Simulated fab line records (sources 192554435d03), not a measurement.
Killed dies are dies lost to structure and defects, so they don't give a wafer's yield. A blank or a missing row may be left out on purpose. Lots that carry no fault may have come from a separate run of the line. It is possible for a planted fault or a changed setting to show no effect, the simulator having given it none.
Chamber matching / flow n5-finfet / ald-sin-03 running N5_SD_EPI_N_LINER_46: 4 sister chambers
The step material SiNx, target thk 3 nm. 8 wafers are shown with their chamber, then 12 later ones without.

WAFERS WITH THEIR CHAMBER
wafer=L082.5; chamber=0; heater-power-w (W)=777; chamber-pressure-Torr (Torr)=1.996
wafer=L083.2; chamber=3; heater-power-w (W)=921; chamber-pressure-Torr (Torr)=2.005
wafer=L083.5; chamber=3; heater-power-w (W)=939; chamber-pressure-Torr (Torr)=1.998
wafer=L086.2; chamber=1; heater-power-w (W)=804; chamber-pressure-Torr (Torr)=1.998
wafer=L086.6; chamber=2; heater-power-w (W)=989; chamber-pressure-Torr (Torr)=2.001
wafer=L087.1; chamber=0; heater-power-w (W)=775; chamber-pressure-Torr (Torr)=1.998
wafer=L087.5; chamber=2; heater-power-w (W)=980; chamber-pressure-Torr (Torr)=2.004
wafer=L087.6; chamber=1; heater-power-w (W)=783; chamber-pressure-Torr (Torr)=2.007

WAFERS MISSING THEIR CHAMBER
wafer=L088.4; heater-power-w (W)=771; chamber-pressure-Torr (Torr)=2.000
wafer=L088.5; heater-power-w (W)=791; chamber-pressure-Torr (Torr)=2.001
wafer=L088.6; heater-power-w (W)=981; chamber-pressure-Torr (Torr)=1.997
wafer=L091.2; heater-power-w (W)=910; chamber-pressure-Torr (Torr)=1.999
wafer=L091.4; heater-power-w (W)=786; chamber-pressure-Torr (Torr)=2.002
wafer=L091.6; heater-power-w (W)=913; chamber-pressure-Torr (Torr)=2.008
wafer=L094.1; heater-power-w (W)=1002; chamber-pressure-Torr (Torr)=2.000
wafer=L094.4; heater-power-w (W)=765; chamber-pressure-Torr (Torr)=1.996
wafer=L094.5; heater-power-w (W)=808; chamber-pressure-Torr (Torr)=1.993
wafer=L097.3; heater-power-w (W)=791; chamber-pressure-Torr (Torr)=2.000
wafer=L097.4; heater-power-w (W)=904; chamber-pressure-Torr (Torr)=2.002
wafer=L097.5; heater-power-w (W)=1014; chamber-pressure-Torr (Torr)=1.996

WHICH CHAMBER EACH WENT THROUGH
wafer=L088.4; from the rows above=can't be placed: 0 or 1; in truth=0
wafer=L088.5; from the rows above=can't be placed: 1 or 0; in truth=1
wafer=L088.6; from the rows above=2; in truth=2
wafer=L091.2; from the rows above=3; in truth=3
wafer=L091.4; from the rows above=can't be placed: 1 or 0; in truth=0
wafer=L091.6; from the rows above=3; in truth=3
wafer=L094.1; from the rows above=2; in truth=2
wafer=L094.4; from the rows above=0; in truth=0
wafer=L094.5; from the rows above=can't be placed: 1 or 0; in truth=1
wafer=L097.3; from the rows above=can't be placed: 1 or 0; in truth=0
wafer=L097.4; from the rows above=3; in truth=3
wafer=L097.5; from the rows above=2; in truth=2
Placed correctly: 7 of 12. Not placeable from these rows: 5 (in 5, the candidates include the true chamber). Wrongly placed: 0.
How it was worked out, from the rows above alone: a wafer's distance from a chamber is the root of the sum, over the readings, of the square of ((its reading less the chamber's mean) divided by the reading's scatter). If the next closest chamber is less than 2 further off than the closest, the wafer can't be placed; otherwise it belongs to the closest. The mean given for a chamber averages the wafers shown for that chamber. The scatter: the root of (the sum of the squares of (reading less its chamber's mean) over the shown wafers, divided by (wafers less chambers)).
